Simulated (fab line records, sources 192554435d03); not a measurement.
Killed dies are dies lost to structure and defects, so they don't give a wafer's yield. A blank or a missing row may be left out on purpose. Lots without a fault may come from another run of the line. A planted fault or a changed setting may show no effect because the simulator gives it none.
Problem report in the 8D (eight disciplines) form, filled by code | flow n5_finfet | the parts of the form that need people (team, actions taken, sign-off) are left out

1. THE PROBLEM
killed_at_M4_up at N5_PASSIVATION_PROBE_49 reads a mean of 144 on 2 wafers of 2 lots; wafers without a fault read 13 with a standard deviation of 5.3. That is +25 standard deviations from the usual mean.
First seen on wafer L451.5, day 18 20:59, on prober-02. The record holds 6 wafers of 2 lots with a number at this step. Rule for "out", or "out of limits": more than 4 standard deviations from the usual mean. The other wafers with a number count as sound.

2. WHAT IT IS AND WHAT IT IS NOT
question                    | is                                                                                                   | is not
which readings at this step | killed_at_M4_up, defect_limited_yield, killed_dies, sort_bin_5_function, sort_n_pass, sort_yield_pct | killed_at_M0_to_M3, killed_at_contacts, killed_at_front_end, killed_at_other, killed_open, killed_short, sort_bin_8_speed
which lots                  | L451, L452                                                                                           | -
which wafers of those lots  | L451.5, L452.1                                                                                       | L451.1, L451.3, L452.2, L452.5
read on which tools         | prober-02                                                                                            | -
when                        | from day 18 20:59                                                                                    | up to then (2 sound wafers); but 2 sound wafers of L452 came after

3. SUSPECTS, AND WHAT RULES EACH OUT
Counting: a tool at a process step up to the reading stays a suspect if it ran every lot that is out. Sound lots after the first of them don't rule it out here, since some wafers of a struck lot are sound.
- cvd_co-01 at N5_BEOL_M10_CVD_75 (deposits Co from CCTBA/H2, target thk 2 nm, time 138.9 s): kept. It ran every lot that is out, first L451 (day 16 19:31).
- prober-02 at N5_PASSIVATION_PROBE_49: kept. It ran every lot that is out, first L451 (day 18 20:47). Its own readings are out on those wafers: defect_limited_yield, killed_at_M4_up, killed_dies, sort_bin_5_function, sort_n_pass, sort_yield_pct.
Left after counting: cvd_co-01 at N5_BEOL_M10_CVD_75, prober-02 at N5_PASSIVATION_PROBE_49.

4. THE CAUSE (what the simulator had put in)
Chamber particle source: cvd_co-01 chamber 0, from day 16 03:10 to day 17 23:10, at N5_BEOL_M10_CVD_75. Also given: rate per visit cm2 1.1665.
Counting left 2 suspects, and this tool is among them.

5. THE CHAIN OF EFFECTS, in route order
Each row: a reading whose mean over the struck wafers that have a number lies more than 3 standard deviations from the usual. Only readings for which the record gives a usual standard deviation are gone through. hours: the time from each lot's start at the first step in this table that gives one to its start at this step, as a median over the lots. sigmas: the change in usual standard deviations.
hours | step                    | reading              | usual  | on struck wafers | change | sigmas
0     | N5_PASSIVATION_PROBE_49 | defect_limited_yield | 91.6 % | 80.3             | -11.3  | -8.1
0     | N5_PASSIVATION_PROBE_49 | killed_at_M4_up      | 13     | 144              | +131   | +25
0     | N5_PASSIVATION_PROBE_49 | killed_dies          | 99     | 232              | +134   | +8.3
0     | N5_PASSIVATION_PROBE_49 | sort_bin_5_function  | 4.9 %  | 11.7             | +6.8   | +7.6
0     | N5_PASSIVATION_PROBE_49 | sort_n_pass          | 1081   | 948              | -134   | -7.9
0     | N5_PASSIVATION_PROBE_49 | sort_yield_pct       | 91.6 % | 80.3             | -11.3  | -8.1
The process steps in it:
- N5_PASSIVATION_PROBE_49

6. WHAT WOULD HAVE CAUGHT IT SOONER
In this record the first reading out of limits was taken at day 18 20:59, 66 hours after the fault began at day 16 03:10.
All the lots that are out (2) had begun N5_BEOL_M10_CVD_75 on cvd_co-01 by day 18 20:59. A hold on the tool at that time would have spared none of them.
